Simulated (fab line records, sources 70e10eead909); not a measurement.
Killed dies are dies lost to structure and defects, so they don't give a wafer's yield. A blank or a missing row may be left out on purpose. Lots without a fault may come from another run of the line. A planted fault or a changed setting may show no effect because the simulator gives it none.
fab line records | flow nand_harc
record lots=5 wafers=15 last_day=25
route steps=1159 shown P_CONTACT@248 P_M0@253
lots that met no fault: from a run of the same line without faults
start_h: hours from the record's first day to the start of the lot's first wafer shown | wait_h: hours since the lot's step before | " the same as in the row above | L1.1+2: a row that stands for several wafers | - no value, or no start given | * or withheld: withheld | < > ~ a bound
route shown NAME@n: a module of which the file shows steps, and the number in the route of the first | usual: mean/standard deviation of fault-free wafers | same: alike in all rows | chamber/n: place in a boat | sites: the reading at each site | _std_site: their standard deviation | _edge_site: outer sites' mean less inner sites' | radius_mm: how far each site lies from the wafer's centre | mask NAME#n: copy n | behind: the tool/chamber that last shaped the wafer | hold: why the lot was held/for how many hours/how that ended | device: the transistor (n, p or np) that didn't switch | end of line: the same wafers' tests at the end of the route | a step without rows: its recipe alone | killed: dies lost to structure and defects at the first sort, not the wafer's yield | map: a wafer's dies, x killed, . not, _ none there
set.NAME: the setting as run; set.NAME@STEP: as run at that earlier step | model.NAME: the simulator's own value behind a step, which no gauge read
lots at some steps of the route; a table a step, a row a wafer
services: from which hour (start_h, from the record's first day; less than 0 if before it) a tool's chamber was out of use, for how many hours, and why
## steps
# step NHARC_P_CONTACT_CVD_23
# recipe target_thk_a=2000 temp_c=300 pressure_torr=40 wf6_flow_sccm=40 h2_flow_sccm=1600 ar_flow_sccm=1560 time_s=557 material=W
# usual heater_power_w=464/27 throttle_valve_pct=8.01/0.27
# columns lot.wafer tool chamber start_h wait_h heater_power_w since_wet_clean_h throttle_valve_pct
L077.2 cvd_w-02 0 - - 467 100 8.06
L077.4 " 0 " " 459 - 7.90
L077.5 " 0 " " 444 - 7.69
L083.2 cvd_w-01 0 - - 510 44 8.37
L083.5 " 0 " " 504 - 8.49
L083.6 " 1 " " 461 - 7.83
L085.2 cvd_w-01 0 - - 512 64 8.24
L085.6 " 0 " " 483 - 8.28
L085.5 " 1 " " 468 - 7.85
L094.1 cvd_w-02 1 - - 439 17 8.10
L094.4 " 0 " " 448 - 7.55
L094.6 " 0 " " 447 - 7.58
L097.3 cvd_w-01 1 - - 460 - 8.04
L097.4 " 0 " " 517 - 8.16
L097.6 " 1 " " 461 - 8.10
# step NHARC_P_CONTACT_CMP_24
# recipe t_overpolish_s=30 target_thk_nm=200
# usual motor_current_A=11.9/1.3 overpolish_run_s=30.000/0.0099 pad_life_wafers=231/160 time_to_endpoint_s=40.5/2.6
# columns lot.wafer tool chamber start_h wait_h motor_current_A overpolish_run_s pad_life_wafers time_to_endpoint_s
L077.2 cmp-02 3 127.08 0.5 10.1 29.995 517 40.6
L077.4 " 0 " " 11.5 30.009 518 42.9
L077.5 " 2 " " 11.5 29.997 - 41.8
L083.2 cmp-02 0 169.38 0.6 11.9 29.992 231 45.3
L083.5 " 1 " " 11.2 30.010 - 44.5
L083.6 " 2 " " 11.2 29.970 - 43.1
L085.2 cmp-02 3 189.96 0.6 10.3 29.985 354 39.3
L085.5 " 3 " " 10.8 29.983 - 38.0
L085.6 " 0 " " 11.4 29.998 - 40.6
L094.1 cmp-04 2 229.52 0.6 12.4 29.995 102 38.3
L094.4 " 1 " " 10.8 29.990 105 41.9
L094.6 " 2 " " 12.4 30.008 - 39.5
L097.4 cmp-04 1 252.03 0.3 11.0 30.010 252 43.7
L097.3 " 0 " " 13.3 29.992 255 41.2
L097.6 " 2 " " 12.5 29.990 - 39.4
# step NHARC_P_CONTACT_SRD_26
# columns lot.wafer tool chamber start_h wait_h
L077.4+2+5 wet_bench-09 0,1,5 127.38 0.0
L083.6+2+5 wet_bench-05 7,1,3 169.63 0.0
L085.6+5+2 wet_bench-05 4,6,7 190.29 0.0
L094.1+4+6 wet_bench-04 3,4,5 229.86 0.0
L097.6+3+4 wet_bench-04 7,1,2 252.36 0.0
# step NHARC_P_CONTACT_INSPECT_27
# usual raw_defect_count=298/120
# columns lot.wafer tool chamber start_h wait_h raw_defect_count
L077.2 defect_inspect-02 - 127.46 0.1 228
L077.4 " - " " 181
L077.5 " - " " 214
L083.2 defect_inspect-01 - 169.71 0.1 302
L083.5 " - " " 174
L083.6 " - " " 264
L085.2 defect_inspect-01 - 190.37 0.1 154
L085.5 " - " " 328
L085.6 " - " " 191
L094.1 defect_inspect-01 - 229.94 0.1 294
L094.4 " - " " 688
L094.6 " - " " 417
L097.3 defect_inspect-01 - 252.44 0.1 188
L097.4 " - " " 208
L097.6 " - " " 382
# step NHARC_P_M0_DEP_00
# recipe target_thk_a=1500 target_thk_nm=150 temp_c=withheld pressure_torr=5 flow_sccm=200 rf_w=600 material=SiOC
# columns lot.wafer tool chamber start_h wait_h since_wet_clean_h
L077.2 pecvd-04 2 127.53 0.1 100
L077.4 " 2 " " -
L077.5 " 1 " " -
L083.2 pecvd-03 2 169.80 0.1 46
L083.5 " 2 " " -
L083.6 " 1 " " -
L085.2 pecvd-03 2 190.48 0.1 67
L085.6 " 1 " " -
L085.5 " 0 " " -
L094.1 pecvd-01 2 230.05 0.1 161
L094.4 " 2 " " -
L094.6 " 0 " " -
L097.3 pecvd-03 0 252.55 0.1 129
L097.6 " 2 " " -
L097.4 " 1 " " -
# step NHARC_P_M0_DEHYDRATE_01
# recipe temp_c=150 time_s=120
# usual chill_plate_temp_C=23.00/0.097
# columns lot.wafer tool chamber start_h wait_h chill_plate_temp_C
L077.2 litho_track-06 0 127.93 - 23.01
L077.4 " 0 " " 23.17
L077.5 " 0 " " 22.92
L083.2 litho_track-04 0 170.20 - 22.97
L083.5 " 0 " " 23.09
L083.6 " 0 " " 22.93
L085.2 litho_track-01 0 190.84 - 22.94
L085.5 " 0 " " 23.04
L085.6 " 0 " " 22.92
L094.1 litho_track-06 0 230.41 - 22.98
L094.4 " 0 " " 23.11
L094.6 " 0 " " 22.99
L097.3 litho_track-01 0 252.91 - 23.00
L097.4 " 0 " " 23.05
L097.6 " 0 " " 22.98
# step NHARC_P_M0_HMDS_02
# recipe time_s=30
# usual chill_plate_temp_C=22.96/0.1
# columns lot.wafer tool chamber start_h wait_h chill_plate_temp_C
L077.2 litho_track-06 0 - - 22.86
L077.4 " 0 " " 22.99
L077.5 " 0 " " 23.00
L083.2 litho_track-04 0 - - 22.96
L083.5 " 0 " " 22.93
L083.6 " 0 " " 22.87
L085.2 litho_track-01 0 - - 22.86
L085.5 " 0 " " 22.92
L085.6 " 0 " " 22.86
L094.1 litho_track-06 0 - - 22.95
L094.4 " 0 " " 23.18
L094.6 " 0 " " 23.12
L097.3 litho_track-01 0 - - 22.97
L097.4 " 0 " " 23.07
L097.6 " 0 " " 23.01
# step NHARC_P_M0_COAT_33
# recipe temp_c=200 time_s=65
# usual chill_plate_temp_C=23.00/0.092
# columns lot.wafer tool chamber start_h wait_h chill_plate_temp_C
L077.2 litho_track-06 0 - - 23.18
L077.4 " 0 " " 23.21
L077.5 " 0 " " 23.06
L083.2 litho_track-04 0 - - 22.81
L083.5 " 0 " " 22.96
L083.6 " 0 " " 22.88
L085.2 litho_track-01 0 - - 23.05
L085.5 " 0 " " 23.06
L085.6 " 0 " " 22.99
L094.1 litho_track-06 0 - - 23.09
L094.4 " 0 " " 22.99
L094.6 " 0 " " 23.02
L097.3 litho_track-01 0 - - 22.98
L097.4 " 0 " " 23.10
L097.6 " 0 " " 23.01
## services
# columns tool chamber start_h hours kind
cmp-04 - 105.00 4.0 pm
cvd_w-01 - 109.83 1.2 repair
pecvd-03 - 111.00 13.0 pm
cvd_w-01 - 111.91 13.0 pm
pecvd-01 1 111.97 5.0 repair
wet_bench-09 - 112.80 8.0 pm
litho_track-06 - 117.00 7.0 pm
cmp-02 - 128.60 4.0 pm
cmp-04 - 139.01 0.9 repair
litho_track-04 - 141.00 7.0 pm
cvd_w-01 - 147.55 2.2 repair
wet_bench-05 - 154.40 1.3 repair
cmp-04 - 155.65 2.5 repair
pecvd-04 - 161.75 0.4 repair
pecvd-01 - 162.00 1.1 repair
wet_bench-04 - 163.20 8.0 pm
wet_bench-09 - 169.76 1.2 repair
wet_bench-05 - 196.80 8.0 pm
cvd_w-02 - 198.65 13.0 pm
cmp-04 - 203.00 4.0 pm
cmp-02 - 221.89 0.2 repair
cmp-02 - 226.60 4.0 pm
pecvd-03 - 230.20 2.3 repair
cmp-02 - 238.38 2.3 repair
## key
fault none
